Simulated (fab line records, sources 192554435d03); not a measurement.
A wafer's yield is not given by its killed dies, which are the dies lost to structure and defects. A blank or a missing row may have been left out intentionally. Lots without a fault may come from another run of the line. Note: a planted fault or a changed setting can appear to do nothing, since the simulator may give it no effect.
A lot that was struck, set against a sound lot :: flow n5-finfet :: 15 out of 1938 route steps
Sound: these wafers, L496.2, L496.4, L496.6. Struck: wafer L511.3; the same lot's L511.2 was not struck, so it is left out; see the end for the cause.
Per side, at each step with rows, come the tool, then ch with its chambers, and then its first start. Under that, the readings that differ: sound wafers :: struck wafers :: difference of the means :: sigmas: that difference in standard deviations of wafers without a fault.
alike: readings with means less than 2 such deviations apart, plus words and numbers identical on both sides. not compared: withheld readings, readings lacking a value on some wafer, bounds such as >300 that could conceal the same value, and numbers that have no deviation in the record and whose values overlap.
Wherever a step has rows on one side only, a row that says differs or no value, or a row with sigmas, the two part there. Numbers that don't overlap but have no deviation are shown without sigmas and don't part them. A reading missing from all wafers of one side parts the sides only when that side holds two or more wafers.

first, 2 steps without rows for these wafers: N5_GATE_CUT_ETCH_19 (etches SiNx in CH3F/O2, target depth 53.7 nm, time 76.7 s); N5_GATE_CUT_CUT_ETCH_53 (etches W in SF6/Cl2, target depth 79.2 nm).
N5_GATE_CUT_CUT_ETCH_54: etches TiN in Cl2/BCl3, target depth 96.7 nm.
  sound on rie-metal-03 ch 0,1, day 5 01:45; struck on rie-metal-01 ch 0, day 8 15:23
  alike: drypump-motor-current-A, etch-rf-on-time-s, oes-product-au, throttle-valve-pct
  not compared: rf-hours-counter-h
N5_GATE_CUT_CUT_ETCH_55: etches HfO2 in BCl3, target depth 3.2 nm.
  sound on rie-metal-03 ch 0,1, day 5 01:49; struck on rie-metal-01 ch 0, day 8 15:30
  alike: drypump-motor-current-A, oes-product-au, throttle-valve-pct
  not compared: rf-hours-counter-h
N5_GATE_CUT_ETCH_47: etches SiO2 in Cl2/BCl3, target depth 10 nm.
  sound on rie-metal-03 ch 0,1, day 5 01:50; struck on rie-metal-01 ch 0, day 8 15:34
reading: throttle-valve-pct (%)
sound: 22.63 22.64 22.51
struck: 23.10
difference: +0.51
sigmas: +2
  alike: drypump-motor-current-A, oes-product-au
  not compared: rf-hours-counter-h
N5_GATE_CUT_VAPOR_ETCH_48: etches TiN in BCl3/Cl2.
  sound on rie-metal-03 ch 0,1, day 5 01:52; struck on rie-metal-01 ch 0, day 8 15:37
  alike: drypump-motor-current-A, oes-product-au
N5_GATE_CUT_VAPOR_ETCH_49: etches TiAlC in BCl3/Cl2.
  sound on rie-metal-03 ch 0,1, day 5 01:54; struck on rie-metal-01 ch 0, day 8 15:41
  alike: drypump-motor-current-A, oes-product-au
then, 5 steps without rows for these wafers: N5_GATE_CUT_VAPOR_ETCH_51 (etches HfO2 in BCl3/Cl2); N5_GATE_CUT_STRIP_21 (strips in N2/H2, time 30 s); N5_GATE_CUT_STRIP_29 (strips in post etch residue remover, time 60 s); N5_GATE_CUT_SRD_52 (time 30 s); N5_GATE_CUT_ALD_22 (deposits SiNx, target thk 16 nm, pulse time 1 s, ald cycles 320).
N5_GATE_CUT_CMP_23: polishes, stops on SiO2, t overpolish 23.4 s, target thk 16 nm.
  sound on cmp-03 ch 0,1,3, day 5 03:40; struck on cmp-01 ch 2, day 8 17:32
reading: time-to-endpoint-s (s)
sound: 16 15 15
struck: 38
difference: +23
sigmas: +7
  alike: edge-zone-pressure-frac, motor-current-A, overpolish-run-s, slurry-filter-dp-kPa
  not compared: pad-life-wafers
N5_GATE_CUT_THK_MEAS_24:
  struck on film-metro-02, day 8 17:45; sound on film-metro-02, day 5 03:55
  alike: GC_FILL_THK
-- record jumps: 8 days separate the struck wafers' starts on either side; left off in module GATE_CUT, taken up again in module PASSIVATION, whose first shown step is the route's number 1936 --
N5_PASSIVATION_PROBE_49:
  struck on prober-02, day 17 02:02; sound on prober-01, day 12 23:34
  alike: killed_at_M0_to_M3, killed_at_M4_up, killed-at-contacts, killed-at-front-end, killed-at-other, killed-dies, killed-open, killed-short

## WHERE THEY PART
First at N5_GATE_CUT_ETCH_47; last, within this record, at N5_GATE_CUT_CMP_23. Later steps at which nothing parts them and some readings are alike: N5_GATE_CUT_THK_MEAS_24, N5_PASSIVATION_PROBE_49.

WHY: what the simulator had put in
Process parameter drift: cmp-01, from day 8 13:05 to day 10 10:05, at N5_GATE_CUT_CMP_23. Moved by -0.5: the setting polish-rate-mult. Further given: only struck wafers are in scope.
